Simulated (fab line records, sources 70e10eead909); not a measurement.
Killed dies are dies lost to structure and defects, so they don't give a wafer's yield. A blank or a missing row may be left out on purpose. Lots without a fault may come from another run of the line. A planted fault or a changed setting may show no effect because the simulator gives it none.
fab line records | flow nand_harc
record lots=14 wafers=42 last_day=34
route steps=1302 shown A_CHANNEL_HOLE_D1@489 A_ONON_D2@545 END@1302
lots that met no fault: from a run of the same line without faults
start_h: hours from the record's first day to the start of the lot's first wafer shown | wait_h: hours since the lot's step before | " the same as in the row above | L1.1+2: a row that stands for several wafers | - no value, or no start given | * or withheld: withheld | < > ~ a bound
route shown NAME@n: a module of which the file shows steps, and the number in the route of the first | usual: mean/standard deviation of fault-free wafers | same: alike in all rows | chamber/n: place in a boat | sites: the reading at each site | _std_site: their standard deviation | _edge_site: outer sites' mean less inner sites' | radius_mm: how far each site lies from the wafer's centre | mask NAME#n: copy n | behind: the tool/chamber that last shaped the wafer | hold: why the lot was held/for how many hours/how that ended | device: the transistor (n, p or np) that didn't switch | end of line: the same wafers' tests at the end of the route | a step without rows: its recipe alone | killed: dies lost to structure and defects at the first sort, not the wafer's yield | map: a wafer's dies, x killed, . not, _ none there
set.NAME: the setting as run; set.NAME@STEP: as run at that earlier step | model.NAME: the simulator's own value behind a step, which no gauge read
steps of the route over a sample of lots; a table a step, a row a wafer
services: from which hour (start_h, from the record's first day; less than 0 if before it) a tool's chamber was out of use, for how many hours, and why
## steps
# step NHARC_A_CHANNEL_HOLE_D1_INSPECT_40
# usual raw_defect_count=75/27
# columns lot.wafer tool chamber start_h wait_h raw_defect_count
L867.2 defect_inspect-01 - 188.84 - 127
L867.5 " - " " 98
L867.6 " - " " 115
L869.1 defect_inspect-02 - 209.59 - 27
L869.3 " - " " 58
L869.4 " - " " 51
L870.1 defect_inspect-02 - 210.20 - 119
L870.4 " - " " 106
L870.5 " - " " 134
L875.2 defect_inspect-02 - 274.93 - 138
L875.3 " - " " 106
L875.5 " - " " 129
L874.1 defect_inspect-02 - 275.42 - 39
L874.2 " - " " 34
L874.4 " - " " 39
L876.2 defect_inspect-01 - 278.27 - 106
L876.5 " - " " 109
L876.6 " - " " 106
L877.1 defect_inspect-01 - 284.55 - 70
L877.3 " - " " 102
L877.5 " - " " 105
L879.4 defect_inspect-01 - 298.98 - 84
L879.5 " - " " 92
L879.6 " - " " 40
L878.1 defect_inspect-01 - 303.65 - 64
L878.2 " - " " 49
L878.6 " - " " 77
L881.1 defect_inspect-02 - 330.85 - 34
L881.3 " - " " 37
L881.6 " - " " 30
L884.1 defect_inspect-02 - 360.93 - 47
L884.3 " - " " 71
L884.6 " - " " 90
L886.1 defect_inspect-02 - 374.98 - 93
L886.4 " - " " 103
L886.6 " - " " 103
L889.2 defect_inspect-01 - 410.53 - 77
L889.3 " - " " 49
L889.5 " - " " 56
L890.2 defect_inspect-02 - 421.86 - 58
L890.4 " - " " 73
L890.5 " - " " 61
# step NHARC_A_ONON_D2_DEP_00
# recipe target_thk_a=10000 n2_flow_sccm=2750 n2o_flow_sccm=2000 nh3_flow_sccm=500 sih4_flow_sccm=210 temp_c=400
# usual n2_flow_sccm=2749/7.9 n2o_flow_sccm=2002/6.2
# columns lot.wafer tool chamber start_h wait_h n2_flow_sccm n2o_flow_sccm
L867.2 pecvd_onon-03 0 277.43 0.1 2748 2003
L867.5 " 0 " " 2753 2007
L867.6 " 0 " " 2750 2000
L869.1 pecvd_onon-01 0 293.69 0.1 2740 2003
L869.3 " 0 " " 2746 2009
L869.4 " 0 " " 2745 2014
L870.1 pecvd_onon-02 0 293.71 0.1 2738 1999
L870.4 " 0 " " 2747 2001
L870.5 " 0 " " 2746 1999
L874.1 pecvd_onon-01 0 358.67 0.1 2748 1995
L874.2 " 0 " " 2754 1990
L874.4 " 0 " " 2742 1997
L876.2 pecvd_onon-03 0 358.74 0.1 2761 1999
L876.5 " 0 " " 2759 2005
L876.6 " 0 " " 2749 2000
L875.2 pecvd_onon-02 0 358.90 0.1 2744 2007
L875.3 " 0 " " 2745 2004
L875.5 " 0 " " 2743 2003
L877.1 pecvd_onon-03 0 364.46 0.1 2751 2008
L877.3 " 0 " " 2758 2012
L877.5 " 0 " " 2767 2002
L879.4 pecvd_onon-03 0 381.04 0.2 2749 2014
L879.5 " 0 " " 2743 1995
L879.6 " 0 " " 2745 2013
L878.1 pecvd_onon-01 0 395.05 0.1 2754 1999
L878.2 " 0 " " 2762 2002
L878.6 " 0 " " 2748 1990
L881.1 pecvd_onon-02 0 415.23 0.1 2734 2006
L881.3 " 0 " " 2746 2002
L881.6 " 0 " " 2747 2000
L884.1 pecvd_onon-01 - 443.34 0.1 - -
L884.3 " - " " - -
L884.6 " - " " - -
L886.1 pecvd_onon-03 - 453.98 0.1 - -
L886.4 " - " " - -
L886.6 " - " " - -
L890.2 pecvd_onon-03 0 509.83 0.1 2751 1999
L890.4 " 0 " " 2751 2007
L890.5 " 0 " " 2758 2000
L889.2 pecvd_onon-02 0 511.48 0.1 2755 2012
L889.3 " 0 " " 2761 2003
L889.5 " 0 " " 2763 2003
# step NHARC_END_SORT_01
# recipe temp_c=25
# usual killed_at_array=53/18 killed_at_other=0.8/1.1 killed_at_periphery=4.1/2.7 killed_dies=58/18 killed_open=3.1/1.7 killed_short=2.7/1.7
# same gross_dies=677
# columns lot.wafer tool chamber start_h wait_h killed_at_array killed_at_other killed_at_periphery killed_dies killed_open killed_short
L878.2 prober-01 0 679.57 2.8 44 1 3 48 2 1
L884.1 prober-02 0 733.43 2.5 670 5 2 677 4 3
L884.3 prober-02 0 734.99 3.1 676 0 1 677 2 7
L884.6 prober-02 0 737.33 3.9 672 5 0 677 1 3
L886.1 prober-01 0 752.87 2.5 671 1 5 677 1 0
L886.4 prober-01 0 755.23 3.4 676 0 1 677 4 2
L886.6 prober-01 0 756.81 3.9 673 0 4 677 3 1
# killed by level:class
L878.2 A_SLIT:chamber_film_flake=31 A_CHANNEL_HOLE_D1:chamber_film_flake=3 P_CONTACT:chamber_film_flake=2 A_WL_FILL:chamber_film_flake=2 A_CONTACT:chamber_film_flake=2 A_DECK1_JOINT:geometric_particle:short=1 A_WL_FILL:geometric_particle:open=1 A_M1:geometric_particle:open=1
L884.1 A_ONON_D2:area_dep=644 A_CHANNEL_HOLE_D1:chamber_film_flake=10 A_SLIT:chamber_film_flake=5 THIN_TSV:chamber_film_flake=5 P_M0:geometric_particle:open=2 A_CHANNEL_FILL_D2:geometric_particle:open=2 A_DECK1_JOINT:chamber_film_flake=2 A_ONON_D1:geometric_particle:short=1
L884.3 A_ONON_D2:area_dep=646 A_CHANNEL_HOLE_D1:chamber_film_flake=13 A_STAIRCASE:chamber_film_flake=3 A_SLIT:chamber_film_flake=3 P_M1:geometric_particle:short=1 A_ONON_D1:geometric_particle:short=1 A_CHANNEL_FILL_D1:geometric_particle:short=1 A_DECK1_JOINT:geometric_particle:short=1
L884.6 A_ONON_D2:area_dep=649 A_CHANNEL_HOLE_D1:chamber_film_flake=7 A_CHANNEL_HOLE_D2:chamber_film_flake=6 THIN_TSV:chamber_film_flake=3 A_STAIRCASE:chamber_film_flake=2 A_SLIT:chamber_film_flake=2 A_M0:chamber_film_flake=2 A_CHANNEL_FILL_D1:geometric_particle:short=1
L886.1 A_ONON_D2:area_dep=582 A_CHANNEL_HOLE_D1:chamber_film_flake=36 A_SLIT:chamber_film_flake=25 A_CHANNEL_HOLE_D2:chamber_film_flake=19 A_CONTACT:chamber_film_flake=4 P_GATE:chamber_film_flake=3 A_STAIRCASE:chamber_film_flake=3 P_ZERO_WELL:chamber_film_flake=2
L886.4 A_ONON_D2:area_dep=605 A_SLIT:chamber_film_flake=33 A_CHANNEL_HOLE_D2:chamber_film_flake=16 A_CHANNEL_HOLE_D1:chamber_film_flake=9 A_STAIRCASE:chamber_film_flake=2 A_CHANNEL_FILL_D2:chamber_film_flake=2 A_CHANNEL_FILL_D1:geometric_particle:open=1 A_ONON_D2:geometric_particle:open=1
L886.6 A_ONON_D2:area_dep=603 A_SLIT:chamber_film_flake=35 A_CHANNEL_HOLE_D2:chamber_film_flake=17 A_CHANNEL_HOLE_D1:chamber_film_flake=13 P_GATE:chamber_film_flake=2 A_CHANNEL_FILL_D2:geometric_particle:short=1 A_SGD_CUT:geometric_particle:open=1 A_BLC:geometric_particle:open=1
## services
# columns tool chamber start_h hours kind
pecvd_onon-01 - 269.00 13.0 pm
pecvd_onon-02 - 366.33 13.0 pm
pecvd_onon-03 - 408.00 13.0 pm
pecvd_onon-01 - 450.00 13.0 pm
## key
first_sign step=NHARC_A_ONON_D2_DEP_00 reading=tool_record direction=missing
effect step=NHARC_END_SORT_01 reading=killed_dies direction=up sigmas=34 usual=58 struck=677
more_kills_born_at NHARC_A_ONON_D2_DEP_00@pecvd_onon-01=1939 NHARC_A_ONON_D2_DEP_00@pecvd_onon-03=1790
met_at NHARC_A_ONON_D2_DEP_00
struck_lots L884,L886
later_rows_left_out L884.1,L884.3,L884.6,L886.1,L886.4,L886.6
tester_left_out L884,L886
not_acting_at NHARC_A_CHANNEL_HOLE_D1_INSPECT_40
onset_between 395.05 443.34
fault kind=skipped_step_whole tool=pecvd_onon-01,pecvd_onon-03 chamber=- onset_h=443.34 steps=NHARC_A_ONON_D2_DEP_00 scope=struck_lots_only
# tester_left_out: of these lots the tester's yield and bins aren't shown, on N5 and GAA mostly nor the transistor test; their killed dies are dies lost to structure and defects alone, not to doping, threshold or leakage, so they don't give the yield
# later_rows_left_out: the simulator's readings of these wafers behind a module that went badly wrong aren't trusted and aren't shown, but for the sort
